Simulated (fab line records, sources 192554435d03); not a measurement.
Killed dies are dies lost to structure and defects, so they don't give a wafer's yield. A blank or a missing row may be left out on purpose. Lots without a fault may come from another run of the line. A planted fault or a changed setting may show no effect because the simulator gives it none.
Which tool did it? | flow n5_finfet | 24 lots, 72 wafers sampled, at 6 steps of a route of 1938

WHAT THE GAUGES READ, wafer by wafer
N5_DUMMY_GATE_INSPECT_27: inspects for defects (brightfield).
lot  | measured    | on                | raw_defect_count
L074 | day 3 03:38 | defect_inspect-01 | 340 253 211
L075 | day 3 10:20 | defect_inspect-01 | 310 233 266
L076 | day 3 12:57 | defect_inspect-02 | 360 381 270
L077 | day 3 23:10 | defect_inspect-01 | 326 267 345
L078 | day 4 01:42 | defect_inspect-01 | 337 210 219
L079 | day 4 09:49 | defect_inspect-01 | 250 264 187
L080 | day 4 10:56 | defect_inspect-01 | 330 551 555
L081 | day 4 18:29 | defect_inspect-01 | 217 254 288
L082 | day 4 23:59 | defect_inspect-02 | 197 252 273
L083 | day 5 07:25 | defect_inspect-02 | 316 411 436
L084 | day 5 15:49 | defect_inspect-02 | 278 222 202
L085 | day 5 19:37 | defect_inspect-02 | 272 278 254
L086 | day 6 06:46 | defect_inspect-02 | 193 281 219
L087 | day 6 07:03 | defect_inspect-02 | 387 371 298
L088 | day 6 17:26 | defect_inspect-02 | 348 321 265
L089 | day 6 23:25 | defect_inspect-02 | 268 185 300
L091 | day 7 07:24 | defect_inspect-01 | 293 297 278
L090 | day 7 11:12 | defect_inspect-02 | 284 259 241
L092 | day 7 14:55 | defect_inspect-02 | 414 340 314
L093 | day 7 17:46 | defect_inspect-02 | 178 199 207
L094 | day 8 03:09 | defect_inspect-02 | 255 264 229
L095 | day 8 05:46 | defect_inspect-02 | 223 303 453
L096 | day 8 14:42 | defect_inspect-01 | 339 266 330
L097 | day 8 19:16 | defect_inspect-01 | 230 216 269

N5_SD_EPI_N_EPI_MEAS_23.
lot  | measured    | on            | thk_nm (nm)
L074 | day 3 09:08 | film_metro-01 | 59.1 58.2 57.8
L075 | day 3 15:34 | film_metro-01 | 59.4 58.2 57.3
L076 | day 3 17:19 | film_metro-01 | 61.0 59.7 58.7
L077 | day 4 04:26 | film_metro-02 | 58.3 61.3 62.1
L078 | day 4 06:04 | film_metro-02 | 59.2 58.6 57.5
L079 | day 4 15:02 | film_metro-01 | 59.2 59.3 57.5
L080 | day 4 16:09 | film_metro-01 | 59.0 59.6 58.6
L081 | day 4 22:52 | film_metro-02 | 58.4 56.3 59.8
L082 | day 5 05:24 | film_metro-02 | 59.1 60.1 59.2
L083 | day 5 13:02 | film_metro-02 | 56.5 57.8 58.4
L084 | day 5 21:02 | film_metro-01 | 59.7 59.2 59.6
L085 | day 6 00:00 | film_metro-02 | 58.4 57.4 57.7
L086 | day 6 11:08 | film_metro-01 | 58.0 61.1 57.9
L087 | day 6 11:50 | film_metro-01 | 57.6 58.1 58.0
L088 | day 6 21:57 | film_metro-02 | 58.3 57.7 56.2
L089 | day 7 03:54 | film_metro-02 | 60.8 59.7 58.6
L091 | day 7 11:55 | film_metro-02 | 58.7 58.1 59.9
L090 | day 7 15:34 | film_metro-01 | 59.7 59.0 58.2
L092 | day 7 20:30 | film_metro-02 | 59.1 59.3 60.3
L093 | day 7 22:47 | film_metro-02 | 58.6 61.3 61.3
L094 | day 8 07:31 | film_metro-01 | 58.3 60.5 60.9
L095 | day 8 10:15 | film_metro-02 | 59.2 60.4 59.6
L096 | day 8 19:22 | film_metro-01 | 58.7 58.1 59.0
L097 | day 8 23:40 | film_metro-02 | 58.5 58.8 59.6

N5_ILD0_THK_MEAS_08.
lot  | measured    | on            | thk_nm (nm)
L074 | day 3 18:40 | film_metro-02 | 140.2 140.5 141.7
L075 | day 4 01:49 | film_metro-01 | 139.4 140.2 139.0
L076 | day 4 02:07 | film_metro-01 | 138.6 139.1 138.2
L077 | day 4 13:55 | film_metro-02 | 140.3 138.5 138.7
L078 | day 4 15:02 | film_metro-02 | 139.5 140.8 138.0
L079 | day 5 01:10 | film_metro-01 | 139.0 139.5 139.5
L080 | day 5 01:36 | film_metro-01 | 138.2 138.2 139.9
L081 | day 5 07:46 | film_metro-02 | 141.3 141.6 139.8
L082 | day 5 14:15 | film_metro-01 | 139.2 139.4 140.5
L083 | day 5 21:34 | film_metro-01 | 139.8 139.2 139.4
L084 | day 6 06:31 | film_metro-02 | 138.8 137.2 139.2
L085 | day 6 08:44 | film_metro-01 | 139.5 139.6 139.6
L086 | day 6 19:59 | film_metro-01 | 138.7 137.4 139.0
L087 | day 6 20:36 | film_metro-02 | 139.6 139.9 140.3
L088 | day 7 06:23 | film_metro-01 | 138.9 140.7 140.5
L089 | day 7 13:49 | film_metro-02 | 140.2 140.4 137.8
L091 | day 7 22:23 | film_metro-01 | 138.0 137.3 140.1
L090 | day 8 03:02 | film_metro-01 | 136.0 138.9 139.5
L092 | day 8 06:41 | film_metro-02 | 138.8 138.9 140.3
L093 | day 8 08:15 | film_metro-02 | 138.5 138.9 137.8
L094 | day 8 16:54 | film_metro-01 | 138.3 139.1 137.8
L095 | day 8 20:17 | film_metro-02 | 138.7 136.4 138.7
L096 | day 9 04:39 | film_metro-02 | 138.5 140.0 139.7
L097 | day 9 08:37 | film_metro-01 | 139.2 139.4 139.5

WHICH TOOL RAN EACH LOT (tool, then ch and the chambers of the sampled wafers, then the start)
lot  | N5_DUMMY_GATE_ETCH_37             | N5_SD_EPI_P_DESCUM_14             | N5_SD_ACTIVATION_LSA_01
L074 | rie_diel-02 ch 0,2,3, day 3 02:31 | rie_diel-02 ch 1,2,3, day 3 10:11 | laser_anneal-01 ch 0, day 3 15:06
L075 | rie_diel-02 ch 1,3, day 3 09:20   | rie_diel-06 ch 2,3, day 3 17:26   | laser_anneal-02 ch 0, day 3 22:17
L076 | rie_diel-01 ch 0,2,3, day 3 11:44 | rie_diel-01 ch 0,1,3, day 3 18:25 | laser_anneal-01 ch 0, day 3 22:37
L077 | rie_diel-01 ch 1,2, day 3 22:10   | rie_diel-02 ch 0,3, day 4 05:32   | laser_anneal-02 ch 0, day 4 10:25
L078 | rie_diel-06 ch 2,3, day 4 00:42   | rie_diel-06 ch 1,3, day 4 07:31   | laser_anneal-01 ch 0, day 4 11:28
L079 | rie_diel-01 ch 0,1, day 4 08:26   | rie_diel-01 ch 2,3, day 4 15:57   | laser_anneal-02 ch 0, day 4 20:47
L080 | rie_diel-01 ch 0,1,3, day 4 09:54 | rie_diel-06 ch 1,2,3, day 4 17:25 | laser_anneal-01 ch 0, day 4 21:22
L081 | rie_diel-06 ch 2,3, day 4 17:17   | rie_diel-01 ch 1,2,3, day 5 00:16 | laser_anneal-01 ch 0, day 5 04:16
L082 | rie_diel-06 ch 0,2,3, day 4 22:59 | rie_diel-06 ch 0,1,3, day 5 06:27 | laser_anneal-01 ch 0, day 5 10:43
L083 | rie_diel-02 ch 0,1, day 5 06:07   | rie_diel-01 ch 0,1,3, day 5 14:05 | laser_anneal-02 ch 0, day 5 18:02
L084 | rie_diel-02 ch 0,1,2, day 5 14:49 | rie_diel-02 ch 0,1,2, day 5 22:09 | laser_anneal-01 ch 0, day 6 02:58
L085 | rie_diel-02 ch 0,1, day 5 18:33   | rie_diel-01 ch 1,2,3, day 6 01:13 | laser_anneal-02 ch 0, day 6 05:12
L086 | rie_diel-02 ch 0,1,3, day 6 05:31 | rie_diel-01 ch 1,2,3, day 6 12:14 | laser_anneal-01 ch 0, day 6 16:26
L087 | rie_diel-01 ch 0,1,3, day 6 05:35 | rie_diel-01 ch 2,3, day 6 12:54   | laser_anneal-02 ch 0, day 6 17:01
L088 | rie_diel-01 ch 0,1,3, day 6 16:21 | rie_diel-06 ch 0,2,3, day 6 22:52 | laser_anneal-01 ch 0, day 7 02:49
L089 | rie_diel-02 ch 1,3, day 6 22:11   | rie_diel-01 ch 1,2, day 7 05:22   | laser_anneal-02 ch 0, day 7 10:08
L091 | rie_diel-06 ch 0,2,3, day 7 06:22 | rie_diel-01 ch 0,1,2, day 7 13:03 | laser_anneal-01 ch 0, day 7 18:04
L090 | rie_diel-02 ch 1,2, day 7 10:01   | rie_diel-01 ch 1,2,3, day 7 16:42 | laser_anneal-02 ch 0, day 7 22:46
L092 | rie_diel-01 ch 0,1,2, day 7 13:52 | rie_diel-06 ch 1,3, day 7 21:37   | laser_anneal-01 ch 0, day 8 02:55
L093 | rie_diel-06 ch 2,3, day 7 16:44   | rie_diel-02 ch 0,3, day 7 23:49   | laser_anneal-02 ch 0, day 8 04:22
L094 | rie_diel-01 ch 1,2,3, day 8 02:08 | rie_diel-01 ch 0,3, day 8 08:33   | laser_anneal-02 ch 0, day 8 12:51
L095 | rie_diel-02 ch 0,1,2, day 8 04:38 | rie_diel-06 ch 0,1,3, day 8 11:58 | laser_anneal-02 ch 0, day 8 16:07
L096 | rie_diel-01 ch 2,3, day 8 13:41   | rie_diel-01 ch 1,2,3, day 8 20:37 | laser_anneal-02 ch 0, day 9 00:56
L097 | rie_diel-06 ch 0,1,3, day 8 18:16 | rie_diel-06 ch 1,2,3, day 9 00:59 | laser_anneal-02 ch 0, day 9 04:56
- N5_DUMMY_GATE_ETCH_37: etches SOC in N2/H2, target depth 60 nm, overetch 30 nm.
- N5_SD_EPI_P_DESCUM_14: chemistry O2, time 7.9 s.
- N5_SD_ACTIVATION_LSA_01: time 0.0008 s.

WHAT THE TOOLS THEMSELVES READ (means of the sampled wafers that have a number; where no wafer has one, the mark that the record gives instead)
N5_DUMMY_GATE_ETCH_37.
lot  | tool        | drypump_motor_current_A (A) | oes_product_au (a.u.) | rf_vpp_V (V) | showerhead_plenum_p_Torr (Torr) | temp_c (C) | throttle_valve_pct (%)
L074 | rie_diel-02 | 6.6                         | 0.61                  | 520.4        | 2.40                            | 40.15      | 17.89
L075 | rie_diel-02 | 6.0                         | 0.61                  | 522.8        | 2.51                            | 40.03      | 18.05
L076 | rie_diel-01 | 5.9                         | 0.61                  | 523.6        | 2.55                            | 40.02      | 17.94
L077 | rie_diel-01 | 5.5                         | 0.60                  | 524.2        | 2.55                            | 39.87      | 18.07
L078 | rie_diel-06 | 6.3                         | 0.59                  | 522.9        | 2.50                            | 39.94      | 18.00
L079 | rie_diel-01 | 5.7                         | 0.58                  | 523.4        | 2.53                            | 40.07      | 18.21
L080 | rie_diel-01 | 5.9                         | 0.58                  | 523.4        | 2.53                            | 40.00      | 18.10
L081 | rie_diel-06 | 6.3                         | 0.59                  | 522.4        | 2.50                            | 39.85      | 18.01
L082 | rie_diel-06 | 6.1                         | 0.58                  | 522.5        | 2.53                            | 40.09      | 17.89
L083 | rie_diel-02 | 5.9                         | 0.60                  | 525.2        | 2.56                            | 39.99      | 17.69
L084 | rie_diel-02 | 6.3                         | 0.61                  | 521.2        | 2.47                            | 40.01      | 17.74
L085 | rie_diel-02 | 6.4                         | 0.58                  | 522.6        | 2.47                            | 40.00      | 17.67
L086 | rie_diel-02 | 6.2                         | 0.59                  | 522.3        | 2.49                            | 40.06      | 17.88
L087 | rie_diel-01 | 5.9                         | 0.57                  | 524.4        | 2.53                            | 39.97      | 18.13
L088 | rie_diel-01 | 5.9                         | 0.57                  | 523.6        | 2.52                            | 40.01      | 18.13
L089 | rie_diel-02 | 5.7                         | 0.60                  | 525.0        | 2.58                            | 39.93      | 17.90
L091 | rie_diel-06 | 6.1                         | 0.57                  | 522.6        | 2.52                            | 40.04      | 17.93
L090 | rie_diel-02 | 5.9                         | 0.62                  | 523.8        | 2.55                            | 39.97      | 17.79
L092 | rie_diel-01 | 5.6                         | 0.59                  | 524.1        | 2.54                            | 40.09      | 18.10
L093 | rie_diel-06 | 6.3                         | 0.57                  | 522.0        | 2.49                            | 39.86      | 18.05
L094 | rie_diel-01 | 5.8                         | 0.58                  | 522.9        | 2.54                            | 39.95      | 18.03
L095 | rie_diel-02 | 6.3                         | 0.66                  | 525.1        | 2.57                            | 40.01      | 17.64
L096 | rie_diel-01 | 5.7                         | 0.59                  | 524.1        | 2.55                            | 39.96      | 17.89
L097 | rie_diel-06 | 6.2                         | 0.58                  | 520.6        | 2.43                            | 39.99      | 17.85

N5_SD_EPI_P_DESCUM_14.
lot  | tool        | drypump_motor_current_A (A) | oes_product_au (a.u.) | rf_vpp_V (V) | showerhead_plenum_p_Torr (Torr) | temp_c (C) | throttle_valve_pct (%)
L074 | rie_diel-02 | 6.1                         | 0.78                  | 242.6        | 2.06                            | 40.06      | 20.58
L075 | rie_diel-06 | 6.0                         | 0.75                  | 242.3        | 2.12                            | 39.97      | 20.49
L076 | rie_diel-01 | 5.9                         | 0.74                  | 242.8        | 2.08                            | 39.98      | 20.73
L077 | rie_diel-02 | 6.5                         | 0.73                  | 241.5        | 2.00                            | 40.06      | 20.51
L078 | rie_diel-06 | 6.4                         | 0.76                  | 240.7        | 1.98                            | 39.96      | 20.44
L079 | rie_diel-01 | 5.7                         | 0.78                  | 243.0        | 2.12                            | 40.01      | 20.46
L080 | rie_diel-06 | 6.1                         | 0.77                  | 242.0        | 2.04                            | 39.98      | 20.43
L081 | rie_diel-01 | 5.7                         | 0.75                  | 243.2        | 2.10                            | 39.97      | 20.63
L082 | rie_diel-06 | 6.2                         | 0.75                  | 241.6        | 2.00                            | 40.05      | 20.41
L083 | rie_diel-01 | 5.9                         | 0.73                  | 242.3        | 2.08                            | 40.01      | 20.74
L084 | rie_diel-02 | 6.3                         | 0.76                  | 241.9        | 2.05                            | 40.03      | 20.42
L085 | rie_diel-01 | 5.7                         | 0.74                  | 243.1        | 2.10                            | 40.01      | 20.64
L086 | rie_diel-01 | 5.8                         | 0.74                  | 242.9        | 2.10                            | 39.92      | 20.65
L087 | rie_diel-01 | 6.0                         | 0.74                  | 243.4        | 2.09                            | 40.02      | 20.50
L088 | rie_diel-06 | 6.1                         | 0.72                  | 242.7        | 2.08                            | 40.06      | 20.53
L089 | rie_diel-01 | 5.4                         | 0.76                  | 243.1        | 2.11                            | 40.00      | 20.66
L091 | rie_diel-01 | 5.6                         | 0.74                  | 243.0        | 2.09                            | 40.09      | 20.76
L090 | rie_diel-01 | 5.7                         | 0.73                  | 243.2        | 2.09                            | 39.95      | 20.66
L092 | rie_diel-06 | 6.4                         | 0.74                  | 241.1        | 1.97                            | 40.03      | 20.48
L093 | rie_diel-02 | 6.4                         | 0.80                  | 243.2        | 2.08                            | 39.91      | 20.62
L094 | rie_diel-01 | 6.0                         | 0.72                  | 243.2        | 2.07                            | 39.92      | 20.71
L095 | rie_diel-06 | 6.2                         | 0.72                  | 241.3        | 1.99                            | 40.03      | 20.45
L096 | rie_diel-01 | 5.8                         | 0.72                  | 244.1        | 2.09                            | 40.05      | 20.67
L097 | rie_diel-06 | 6.1                         | 0.74                  | 241.0        | 2.03                            | 39.81      | 20.48

N5_SD_ACTIVATION_LSA_01.
lot  | tool            | wafer_temp_C_max
L074 | laser_anneal-01 | 1083.2
L075 | laser_anneal-02 | 1084.0
L076 | laser_anneal-01 | 1082.8
L077 | laser_anneal-02 | 1082.9
L078 | laser_anneal-01 | 1082.7
L079 | laser_anneal-02 | 1083.1
L080 | laser_anneal-01 | 1082.7
L081 | laser_anneal-01 | 1083.0
L082 | laser_anneal-01 | 1082.6
L083 | laser_anneal-02 | 1082.3
L084 | laser_anneal-01 | 1082.9
L085 | laser_anneal-02 | 1083.3
L086 | laser_anneal-01 | 1082.3
L087 | laser_anneal-02 | 1082.8
L088 | laser_anneal-01 | 1083.0
L089 | laser_anneal-02 | 1083.3
L091 | laser_anneal-01 | 1083.7
L090 | laser_anneal-02 | 1082.4
L092 | laser_anneal-01 | 1082.7
L093 | laser_anneal-02 | 1082.9
L094 | laser_anneal-02 | 1083.2
L095 | laser_anneal-02 | 1082.7
L096 | laser_anneal-02 | 1083.6
L097 | laser_anneal-02 | 1083.1

THE ANSWER, worked out from the rows above alone
Rule: what is usual is taken from the lots themselves. Put in order of their means at a reading, lots are off if they are a third of the lots or fewer, leave a main group of 4 or more, and stand apart from it by a gap of 3 or more times the standard deviation of the main group's means; of several such gaps the widest counts. A main group whose means are all the same, to the digits that the tables above print for the reading, isn't used. A lot without any number at a reading at which 4 lots or more have one is off too. The other lots that the step has rows for count as sound. The gauges are gone through in route order, then the tools' own readings, and for those a lot's mean is taken as printed above. The first step at which some lot is off is used, and at that step the reading that is off furthest; a lot without a number counts as furthest.
No lot is off at any reading shown: from this, nothing can be told.

WHAT THE SIMULATOR HAD PUT IN
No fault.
